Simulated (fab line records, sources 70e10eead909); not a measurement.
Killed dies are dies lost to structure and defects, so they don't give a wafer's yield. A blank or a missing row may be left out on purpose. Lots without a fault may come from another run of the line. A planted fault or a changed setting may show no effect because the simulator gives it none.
One fault seen from 2 desks | flow nand_harc | each desk has only its own numbers; what lay behind them comes last

THE METROLOGY DESK
What the gauges read, lot by lot, whatever tool the lot ran on: means of the sampled wafers that have a number. A lot is out of limits, marked OUT, if its mean lies more than 4 standard deviations from the usual mean; the brackets give that distance.
Columns: A = thk_nm at NHARC_A_SOURCE_PLATE_THK_MEAS_06, usual 200.3 nm; B = thk_nm at NHARC_A_ONON_D1_THK_MEAS_05, usual 1002 nm
lot  | first seen here | A     | B
L581 | day 7 20:42     | 199.5 | 1007
L583 | day 8 03:42     | 202.2 | 996
L587 | day 8 13:15     | 199.8 | 1024
L584 | day 8 13:16     | 201.9 | 1007
L586 | day 8 18:47     | 199.7 | 998
L588 | day 9 04:25     | 201.8 | 983
L589 | day 9 18:43     | 196.7 | 997
L595 | day 11 11:21    | 200.8 | 1003
L597 | day 11 14:59    | 201.6 | 762 (-27) OUT
L598 | day 11 14:59    | 200.2 | 985
L599 | day 11 22:25    | 202.5 | 663 (-38) OUT
L603 | day 12 16:01    | 201.3 | 834 (-19) OUT
L604 | day 13 08:36    | 199.3 | 1012
This desk's finding: out of limits on L597, L599, L603; first on L597, day 11 16:13 (thk_nm at NHARC_A_ONON_D1_THK_MEAS_05). In limits: L581, L583, L587, L584, L586, L588, L589, L595, L598, L604.

THE TOOL OWNER'S DESK: pecvd_onon-04
The tool's own readings at NHARC_A_ONON_D1_DEP_03 (target thk 1000 nm): means of the sampled wafers that have a number, for each lot that ran on this tool. A lot is out of limits, marked OUT, if its mean lies more than 4 standard deviations from the usual mean; the brackets give that distance.
Columns: A = susceptor_temp_C at NHARC_A_ONON_D1_DEP_03, usual 400.00 C
lot  | first seen here | A
L581 | day 7 21:28     | 399.98
L584 | day 8 14:04     | 400.28
L586 | day 8 19:34     | 400.22
L595 | day 11 12:07    | 399.80
L597 | day 11 15:40    | 399.82
L599 | day 11 23:13    | 399.79
L603 | day 12 16:46    | 400.03
This desk's finding: nothing out of limits on any of the 7 lots.

PUT TOGETHER
The metrology desk could have raised an alarm at day 11 16:13, on L597, L599, L603.
The tool owner's desk saw nothing out of limits.
The tool owner's desk has L597, L599, L603 on record, within its limits.
Of the lots named, all ran NHARC_A_ONON_D1_DEP_03 on pecvd_onon-04.

WHAT THE SIMULATOR HAD PUT IN
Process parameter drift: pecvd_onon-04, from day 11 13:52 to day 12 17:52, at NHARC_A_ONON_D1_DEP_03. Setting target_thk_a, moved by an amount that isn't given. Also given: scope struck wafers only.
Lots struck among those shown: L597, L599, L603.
Hours from the fault's start to each desk's first reading out of limits: the metrology desk, 2.
